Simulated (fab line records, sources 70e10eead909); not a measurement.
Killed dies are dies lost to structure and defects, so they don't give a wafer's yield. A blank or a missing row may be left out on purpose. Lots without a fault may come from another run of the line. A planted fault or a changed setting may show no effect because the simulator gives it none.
Chamber matching | flow nand_harc | NHARC_A_STAIRCASE_DEP_151 on pecvd-02: 3 sister chambers
The step deposits SiO2, target thk 7200 nm. 3 wafers are shown with their chamber, then 8 later ones without.

WAFERS WITH THEIR CHAMBER
wafer  | chamber | heater_power_w (W)
L085.2 | 1       | 671
L085.6 | 0       | 762
L087.2 | 2       | 761

WAFERS WITHOUT THEIR CHAMBER
wafer  | heater_power_w (W)
L087.4 | 650
L087.5 | 755
L088.1 | 653
L088.4 | 648
L088.5 | 754
L090.1 | 628
L090.5 | 590
L090.6 | 763

WHICH CHAMBER EACH WENT THROUGH
wafer  | from the rows above     | in truth
L087.4 | 1                       | 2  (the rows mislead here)
L087.5 | can't be placed: 2 or 0 | 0
L088.1 | 1                       | 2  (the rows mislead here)
L088.4 | 1                       | 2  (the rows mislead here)
L088.5 | can't be placed: 2 or 0 | 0
L090.1 | 1                       | 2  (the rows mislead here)
L090.5 | 1                       | 1
L090.6 | can't be placed: 0 or 2 | 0
Placed correctly: 1 of 8. Can't be placed from these rows: 3 (the true chamber is among the candidates in 3). Placed wrongly: 4.
How it was worked out, from the rows above alone: a wafer's distance from a chamber is the root of the sum, over the readings, of the square of ((its reading less the chamber's mean) divided by the reading's scatter). The wafer belongs to the nearest chamber; if the next one is less than 2 further off, it can't be placed. A chamber's mean is the mean of its shown wafers. The scatter: with one shown wafer a chamber, the root of the mean of the squares of how far each hidden wafer lies from its nearest shown one.
